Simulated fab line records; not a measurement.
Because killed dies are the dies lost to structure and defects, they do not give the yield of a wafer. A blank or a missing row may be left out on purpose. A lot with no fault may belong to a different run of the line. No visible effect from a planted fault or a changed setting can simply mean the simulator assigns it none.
Chamber matching    flow n5_finfet    N5_MOL_CONTACT_COAG_STRIP_98 on rie_diel-04: 4 sister chambers
The step strips in N2/H2. 8 wafers are shown with their chamber, then 12 later ones without.

== WAFERS WITH THEIR CHAMBER ==
wafer   chamber  drypump_motor_current_A (A)  throttle_valve_pct (%)
L081.3  1        6.4                          18.9
L081.5  1        6.4                          18.9
L082.3  2        5.8                          18.3
L082.5  2        5.7                          18.3
L088.5  3        5.8                          19.5
L090.2  0        5.7                          19.0
L090.3  3        5.8                          19.5
L090.4  0        5.7                          19.1

== WAFERS WHOSE CHAMBER IS MISSING ==
wafer   drypump_motor_current_A (A)  throttle_valve_pct (%)
L091.3  5.8                          19.5
L091.5  5.7                          19.1
L091.6  5.8                          18.3
L092.2  5.7                          18.3
L092.5  5.8                          19.5
L092.6  5.8                          19.1
L094.1  5.8                          18.3
L094.5  5.7                          19.1
L094.6  5.8                          19.5
L096.1  5.8                          18.3
L096.3  5.8                          19.6
L096.5  5.7                          19.1

== WHICH CHAMBER EACH ONE RAN IN ==
wafer   from the rows above  in truth
L091.3  3                    3
L091.5  0                    0
L091.6  2                    2
L092.2  2                    2
L092.5  3                    3
L092.6  0                    0
L094.1  2                    2
L094.5  0                    0
L094.6  3                    3
L096.1  2                    2
L096.3  3                    3
L096.5  0                    0
12 of 12 placed correctly. Left unplaced by these rows: 0. Placed wrongly: 0.
How it was worked out, from the rows above alone: a wafer's distance from a chamber is the root of the sum, over the readings, of the square of ((its reading less the chamber's mean) divided by the reading's scatter). If the next closest chamber is less than 2 further off than the closest, the wafer can't be placed; otherwise it belongs to the closest. The mean given for a chamber averages the wafers shown for that chamber. The scatter: take each reading less its chamber's mean, square it, sum over the shown wafers, divide by the number of wafers less the number of chambers, and take the root.
